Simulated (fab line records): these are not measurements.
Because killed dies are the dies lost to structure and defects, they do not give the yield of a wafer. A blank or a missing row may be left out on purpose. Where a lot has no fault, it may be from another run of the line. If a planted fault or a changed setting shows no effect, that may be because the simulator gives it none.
Matching of chambers	flow nand_harc	NHARC_A_CONTACT_ETCH_76 on rie_diel-12: 4 sister chambers
The step etches the open film in N2/H2, target depth 260 nm, time 475.3 s. 4 wafers are shown with their chamber, then 7 later ones without.

WAFERS, EACH WITH ITS CHAMBER
wafer	chamber	showerhead_plenum_p_Torr (Torr)
L762.3	0	1.89
L766.2	2	2.11
L772.4	3	1.97
L772.5	1	2.12

WAFERS WHOSE CHAMBER IS MISSING
wafer	showerhead_plenum_p_Torr (Torr)
L772.6	2.11
L775.2	2.12
L775.3	1.97
L775.6	2.11
L777.2	1.97
L777.4	1.88
L777.5	2.12

WHICH CHAMBER EACH WENT THROUGH
wafer	from the rows above	in truth
L772.6	2	2
L775.2	1	1
L775.3	3	3
L775.6	2	2
L777.2	3	3
L777.4	0	0
L777.5	1	1
Correct placement for 7 of the 7. Number that these rows cannot place: 0. 0 placed wrongly.
How it was worked out, from the rows above alone: a wafer's distance from a chamber is the root of the sum, over the readings, of the square of ((its reading less the chamber's mean) divided by the reading's scatter). If the next closest chamber is less than 2 further off than the closest, the wafer can't be placed; otherwise it belongs to the closest. A chamber's mean is the mean of its shown wafers. The scatter: with one shown wafer a chamber, the root of the mean of the squares of how far each hidden wafer lies from its nearest shown one.
